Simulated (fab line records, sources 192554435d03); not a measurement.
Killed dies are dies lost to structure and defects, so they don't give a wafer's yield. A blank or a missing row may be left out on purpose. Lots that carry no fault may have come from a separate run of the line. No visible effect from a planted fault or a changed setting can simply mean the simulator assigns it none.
Matching of chambers | flow n5-finfet | rie-diel-06 running N5_BEOL_M9_STRIP_36: 4 sister chambers
The step strips in N2/H2. 4 wafers are shown with their chamber, then 8 later ones without.

== WAFERS, EACH WITH ITS CHAMBER ==
wafer  | chamber | showerhead-plenum-p-Torr (Torr)
L081.5 | 3       | 2.55
L087.5 | 1       | 2.51
L090.6 | 2       | 2.62
L091.1 | 0       | 2.47

== WAFERS MISSING THEIR CHAMBER ==
wafer  | showerhead-plenum-p-Torr (Torr)
L091.3 | 2.62
L091.6 | 2.62
L094.1 | 2.46
L094.2 | 2.50
L094.6 | 2.50
L095.1 | 2.54
L095.3 | 2.46
L095.5 | 2.54

== WHICH CHAMBER EACH ONE RAN IN ==
wafer  | from the rows above | in truth
L091.3 | 2                   | 2
L091.6 | 2                   | 2
L094.1 | 0                   | 0
L094.2 | 1                   | 1
L094.6 | 1                   | 1
L095.1 | 3                   | 3
L095.3 | 0                   | 0
L095.5 | 3                   | 3
Placed correctly: 8 of 8. Not placeable from these rows: 0. Number placed wrongly: 0.
How it was worked out, from the rows above alone: a wafer's distance from a chamber is the root of the sum, over the readings, of the square of ((its reading less the chamber's mean) divided by the reading's scatter). If the next closest chamber is less than 2 further off than the closest, the wafer can't be placed; otherwise it belongs to the closest. For every chamber, the mean is computed from those of its wafers that are shown. The scatter: with one shown wafer a chamber, the root of the mean of the squares of how far each hidden wafer lies from its nearest shown one.
